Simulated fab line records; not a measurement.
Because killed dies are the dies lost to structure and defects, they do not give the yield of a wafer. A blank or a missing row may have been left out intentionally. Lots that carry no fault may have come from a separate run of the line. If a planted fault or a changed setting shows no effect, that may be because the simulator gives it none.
Matching of chambers :: flow nand_harc :: NHARC_P_BONDPAD_CMP_32 on cmp-01: 4 sister chambers
The step polishes SiCN, target thk 200 nm. 33 wafers are shown with their chamber, then 12 later ones without.

== EACH WAFER AND ITS CHAMBER ==
wafer: L074.1
chamber: 1
motor_current_A (A): 12.0

wafer: L074.5
chamber: 3
motor_current_A (A): 11.9

wafer: L074.6
chamber: 2
motor_current_A (A): 13.2

wafer: L075.1
chamber: 0
motor_current_A (A): 11.0

wafer: L075.4
chamber: 1
motor_current_A (A): 12.4

wafer: L075.5
chamber: 2
motor_current_A (A): 12.9

wafer: L077.4
chamber: 2
motor_current_A (A): 13.0

wafer: L077.5
chamber: 3
motor_current_A (A): 12.0

wafer: L077.6
chamber: 2
motor_current_A (A): 13.3

wafer: L079.3
chamber: 2
motor_current_A (A): 12.7

wafer: L079.4
chamber: 3
motor_current_A (A): 11.1

wafer: L079.5
chamber: 2
motor_current_A (A): 12.4

wafer: L079.1
chamber: 1
motor_current_A (A): 12.7

wafer: L079.2
chamber: 0
motor_current_A (A): 11.4

wafer: L079.6
chamber: 3
motor_current_A (A): 11.8

wafer: L082.1
chamber: 0
motor_current_A (A): 11.3

wafer: L082.3
chamber: 2
motor_current_A (A): 12.8

wafer: L082.5
chamber: 1
motor_current_A (A): 12.2

wafer: L082.2
chamber: 1
motor_current_A (A): 12.5

wafer: L082.4
chamber: 3
motor_current_A (A): 11.0

wafer: L082.6
chamber: 0
motor_current_A (A): 10.9

wafer: L085.3
chamber: 1
motor_current_A (A): 12.1

wafer: L085.5
chamber: 0
motor_current_A (A): 11.4

wafer: L085.6
chamber: 1
motor_current_A (A): 12.4

wafer: L091.2
chamber: 0
motor_current_A (A): 11.1

wafer: L091.5
chamber: 3
motor_current_A (A): 11.6

wafer: L091.6
chamber: 0
motor_current_A (A): 11.1

wafer: L093.2
chamber: 0
motor_current_A (A): 11.0

wafer: L093.4
chamber: 1
motor_current_A (A): 12.2

wafer: L093.5
chamber: 0
motor_current_A (A): 11.3

wafer: L094.3
chamber: 2
motor_current_A (A): 12.7

wafer: L094.4
chamber: 0
motor_current_A (A): 11.0

wafer: L094.6
chamber: 3
motor_current_A (A): 12.5

SIGNATURES, as means of the wafers listed above
reading: motor_current_A
chamber 0: 11.150
chamber 1: 12.312
chamber 2: 12.875
chamber 3: 11.700
scatter within a chamber: 0.317
Rule: for each reading, subtract the chamber's mean from the wafer's reading, divide by that reading's scatter and square the result; add these up over the readings and take the root, which gives the wafer's distance from the chamber. If the next closest chamber is less than 2 further off than the closest, the wafer can't be placed; otherwise it belongs to the closest. The scatter is the square root of a quotient: the sum, over the shown wafers, of each reading's squared deviation from its chamber's mean, divided by wafers minus chambers.

== WAFERS WITH NO CHAMBER GIVEN ==
wafer: L095.1
motor_current_A (A): 11.3

wafer: L095.2
motor_current_A (A): 12.5

wafer: L095.4
motor_current_A (A): 12.2

wafer: L095.3
motor_current_A (A): 13.1

wafer: L095.5
motor_current_A (A): 11.3

wafer: L095.6
motor_current_A (A): 11.2

wafer: L096.1
motor_current_A (A): 10.8

wafer: L096.2
motor_current_A (A): 12.9

wafer: L096.5
motor_current_A (A): 12.5

wafer: L097.3
motor_current_A (A): 11.5

wafer: L097.4
motor_current_A (A): 12.6

wafer: L097.5
motor_current_A (A): 13.0

== THE CHAMBER EACH PASSED THROUGH ==
wafer: L095.1
from the rows above: can't be placed: 0 or 3
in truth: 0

wafer: L095.2
from the rows above: can't be placed: 1 or 2 or 3
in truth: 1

wafer: L095.4
from the rows above: can't be placed: 1 or 3 or 2
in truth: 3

wafer: L095.3
from the rows above: can't be placed: 2 or 1
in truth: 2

wafer: L095.5
from the rows above: can't be placed: 0 or 3
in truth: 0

wafer: L095.6
from the rows above: can't be placed: 0 or 3
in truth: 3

wafer: L096.1
from the rows above: can't be placed: 0 or 3
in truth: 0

wafer: L096.2
from the rows above: can't be placed: 2 or 1
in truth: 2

wafer: L096.5
from the rows above: can't be placed: 1 or 2 or 3
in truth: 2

wafer: L097.3
from the rows above: can't be placed: 3 or 0 or 1
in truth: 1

wafer: L097.4
from the rows above: can't be placed: 2 or 1 or 3
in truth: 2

wafer: L097.5
from the rows above: can't be placed: 2 or 1
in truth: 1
Placed correctly: 0 of 12. Unplaceable from these rows: 12, with the true chamber sitting among the candidates in 12. 0 placed wrongly.
